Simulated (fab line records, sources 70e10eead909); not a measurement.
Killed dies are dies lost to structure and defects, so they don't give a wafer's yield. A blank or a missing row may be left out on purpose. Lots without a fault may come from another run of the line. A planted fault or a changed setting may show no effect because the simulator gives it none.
Which tool did it? | flow nand_harc | 12 lots, 36 wafers sampled, at 5 steps of a route of 1302

WHAT THE GAUGES READ, wafer by wafer
NHARC_END_SORT_01.
lot  | measured     | on        | killed_at_array | killed_at_other | killed_at_periphery | killed_dies | killed_open | killed_short
L274 | day 30 19:19 | prober-02 | 668 672 89      | 3 1 1           | 6 4 4               | 677 677 94  | 3 4 5       | 2 2 1

WHICH TOOL RAN EACH LOT (tool, then ch and the chambers of the sampled wafers, then the start)
lot  | NHARC_A_STAIRCASE_ETCH_15                     | NHARC_A_STAIRCASE_ETCH_192         | NHARC_A_STAIRCASE_TRIM_193                  | NHARC_A_STAIRCASE_ETCH_199
L257 | rie_diel-04 ch 0,2,3, day 15 15:17 or earlier | rie_diel-05 ch 2,3, day 15 15:17   | rie_diel-05 ch 0,1,3, no start              | rie_diel-05 ch 1,2, no start
L258 | rie_diel-10 ch 0,2, day 16 07:11 or earlier   | rie_diel-10 ch 0,2,3, day 16 07:11 | rie_diel-10 ch 0,2,3, no start              | rie_diel-05 ch 0,2,3, no start
L261 | rie_diel-04 ch 0,1,2, day 16 23:39 or earlier | rie_diel-04 ch 0,1,2, day 16 23:39 | rie_diel-04 ch 0,1,3, no start              | rie_diel-05 ch 0,2,3, no start
L260 | rie_diel-10 ch 0,1,2, day 17 13:14 or earlier | rie_diel-10 ch 0,1, day 17 13:14   | rie_diel-10 ch 1,3, no start                | rie_diel-04 ch 2,3, no start
L263 | rie_diel-04 ch 0,2, day 17 23:35 or earlier   | rie_diel-10 ch 0,1, day 17 23:35   | rie_diel-10 ch 1,2,3, no start              | rie_diel-10 ch 0,2,3, no start
L262 | rie_diel-05 ch 0,1,3, day 17 23:26 or earlier | rie_diel-04 ch 0,1,2, day 17 23:26 | rie_diel-04 ch 0,2,3, no start              | rie_diel-04 ch 0,2,3, no start
L264 | rie_diel-10 ch 1,2, day 18 10:46 or earlier   | rie_diel-04 ch 0,1, day 18 10:46   | rie_diel-04 ch 0,1,2, no start              | rie_diel-04 ch 0,1, no start
L265 | rie_diel-05 ch 0,1, day 19 00:22 or earlier   | rie_diel-05 ch 2,3, day 19 00:22   | rie_diel-05 ch 0,1,2, no start              | rie_diel-10 ch 1,2,3, no start
L267 | rie_diel-04 ch 1,2,3, day 19 23:03 or earlier | rie_diel-04 ch 1,3, day 19 23:03   | rie_diel-04 ch 1,2,3, no start              | rie_diel-10 ch 0,1,3, no start
L270 | rie_diel-10 ch 1,2,3, day 21 19:40 or earlier | rie_diel-10 ch 0,1,3, day 21 19:40 | rie_diel-10 ch 0,1,2, no start              | rie_diel-04 ch 0,2,3, no start
L274 | rie_diel-10 ch 0,2,3, day 22 14:39 or earlier | rie_diel-10 ch 0,1,3, day 22 14:39 | rie_diel-10 ch 2,3, day 30 19:19 or earlier | rie_diel-10 ch 0,2,3, day 30 19:19 or earlier
L280 | rie_diel-04 ch 0,2, day 25 11:57 or earlier   | rie_diel-04 ch 1,2,3, day 25 11:57 | rie_diel-04 ch 0,3, no start                | rie_diel-04 ch 1,2,3, no start
- NHARC_A_STAIRCASE_ETCH_15: etches the open film in C4F8/O2, target depth 100 nm, time 40.5 s.
- NHARC_A_STAIRCASE_ETCH_192: etches the open film in C4F8/O2, target depth 100 nm, time 40.5 s.
- NHARC_A_STAIRCASE_TRIM_193: chemistry O2, time 211.2 s.
- NHARC_A_STAIRCASE_ETCH_199: etches the open film in C4F8/O2, target depth 100 nm, time 40.5 s.

WHAT THE TOOLS THEMSELVES READ (means of the sampled wafers that have a number; where no wafer has one, the mark that the record gives instead)
NHARC_A_STAIRCASE_ETCH_15.
lot  | tool        | oes_product_au (a.u.) | rf_vpp_V (V)
L257 | rie_diel-04 | 0.954                 | 892
L258 | rie_diel-10 | 0.930                 | 888
L261 | rie_diel-04 | 0.955                 | 892
L260 | rie_diel-10 | 0.950                 | 892
L263 | rie_diel-04 | 0.968                 | 889
L262 | rie_diel-05 | 0.952                 | 898
L264 | rie_diel-10 | 0.958                 | 896
L265 | rie_diel-05 | 0.947                 | 894
L267 | rie_diel-04 | 0.954                 | 895
L270 | rie_diel-10 | 0.951                 | 894
L274 | rie_diel-10 | 0.950                 | 890
L280 | rie_diel-04 | 0.944                 | 887

NHARC_A_STAIRCASE_ETCH_192.
lot  | tool        | oes_product_au (a.u.) | rf_vpp_V (V)
L257 | rie_diel-05 | 0.936                 | 902
L258 | rie_diel-10 | 0.933                 | 891
L261 | rie_diel-04 | 0.956                 | 893
L260 | rie_diel-10 | 0.938                 | 893
L263 | rie_diel-10 | 0.950                 | 895
L262 | rie_diel-04 | 0.946                 | 892
L264 | rie_diel-04 | 0.946                 | 895
L265 | rie_diel-05 | 0.942                 | 897
L267 | rie_diel-04 | 0.959                 | 899
L270 | rie_diel-10 | 0.944                 | 894
L274 | rie_diel-10 | 1.055                 | 893
L280 | rie_diel-04 | 0.935                 | 895

NHARC_A_STAIRCASE_TRIM_193.
lot  | tool        | drypump_motor_current_A (A) | oes_product_au (a.u.) | rf_vpp_V (V) | showerhead_plenum_p_Torr (Torr) | throttle_valve_pct (%)
L257 | rie_diel-05 | 5.5                         | 0.993                 | 58.2         | 3.61                            | 17.042
L258 | rie_diel-10 | 6.0                         | 0.989                 | 56.7         | 3.38                            | 17.033
L261 | rie_diel-04 | 6.2                         | 0.999                 | 58.6         | 3.52                            | 17.026
L260 | rie_diel-10 | 5.5                         | 0.998                 | 57.5         | 3.61                            | 17.035
L263 | rie_diel-10 | 5.6                         | 0.993                 | 57.8         | 3.49                            | 17.043
L262 | rie_diel-04 | 5.9                         | 1.013                 | 57.2         | 3.42                            | 17.038
L264 | rie_diel-04 | 5.9                         | 1.017                 | 58.1         | 3.41                            | 17.036
L265 | rie_diel-05 | 5.5                         | 1.005                 | 57.3         | 3.49                            | 17.035
L267 | rie_diel-04 | 6.3                         | 1.013                 | 57.9         | 3.51                            | 17.034
L270 | rie_diel-10 | 5.7                         | 1.005                 | 57.3         | 3.40                            | 17.031
L274 | rie_diel-10 | 5.9                         | 1.000                 | 57.8         | 3.43                            | 17.040
L280 | rie_diel-04 | 6.2                         | 0.992                 | 57.6         | 3.49                            | 17.043

NHARC_A_STAIRCASE_ETCH_199.
lot  | tool        | oes_product_au (a.u.) | rf_vpp_V (V)
L257 | rie_diel-05 | 0.949                 | 894
L258 | rie_diel-05 | 0.952                 | 899
L261 | rie_diel-05 | 0.952                 | 899
L260 | rie_diel-04 | 0.979                 | 895
L263 | rie_diel-10 | 0.929                 | 889
L262 | rie_diel-04 | 0.957                 | 893
L264 | rie_diel-04 | 0.938                 | 892
L265 | rie_diel-10 | 0.966                 | 894
L267 | rie_diel-10 | 0.931                 | 894
L270 | rie_diel-04 | 0.956                 | 892
L274 | rie_diel-10 | 0.952                 | 889
L280 | rie_diel-04 | 0.944                 | 894

THE ANSWER, worked out from the rows above alone
Rule: what is usual is taken from the lots themselves. Put in order of their means at a reading, lots are off if they are a third of the lots or fewer, leave a main group of 4 or more, and stand apart from it by a gap of 3 or more times the standard deviation of the main group's means; of several such gaps the widest counts. A main group whose means are all the same, to the digits that the tables above print for the reading, isn't used. A lot without any number at a reading at which 4 lots or more have one is off too. The other lots that the step has rows for count as sound. The gauges are gone through in route order, then the tools' own readings, and for those a lot's mean is taken as printed above. The first step at which some lot is off is used, and at that step the reading that is off furthest; a lot without a number counts as furthest.
Off: L274, at NHARC_A_STAIRCASE_ETCH_192 (oes_product_au). The main group: mean 0.944 a.u., standard deviation 0.0081.
A tool fits if, at that step or a process step before it, it ran every lot that is off, and no sound lot after the first of them. NHARC_A_STAIRCASE_ETCH_15 gives no start for some lots, so the hours and the order of its lots are those of NHARC_A_STAIRCASE_ETCH_192. One fits: rie_diel-10 at NHARC_A_STAIRCASE_ETCH_15 and NHARC_A_STAIRCASE_ETCH_192. At NHARC_A_STAIRCASE_ETCH_15 its last sound lot is L270 (day 21 19:40), its first lot that is off L274 (day 22 14:39): a fault that began between those two fits.

WHAT THE SIMULATOR HAD PUT IN
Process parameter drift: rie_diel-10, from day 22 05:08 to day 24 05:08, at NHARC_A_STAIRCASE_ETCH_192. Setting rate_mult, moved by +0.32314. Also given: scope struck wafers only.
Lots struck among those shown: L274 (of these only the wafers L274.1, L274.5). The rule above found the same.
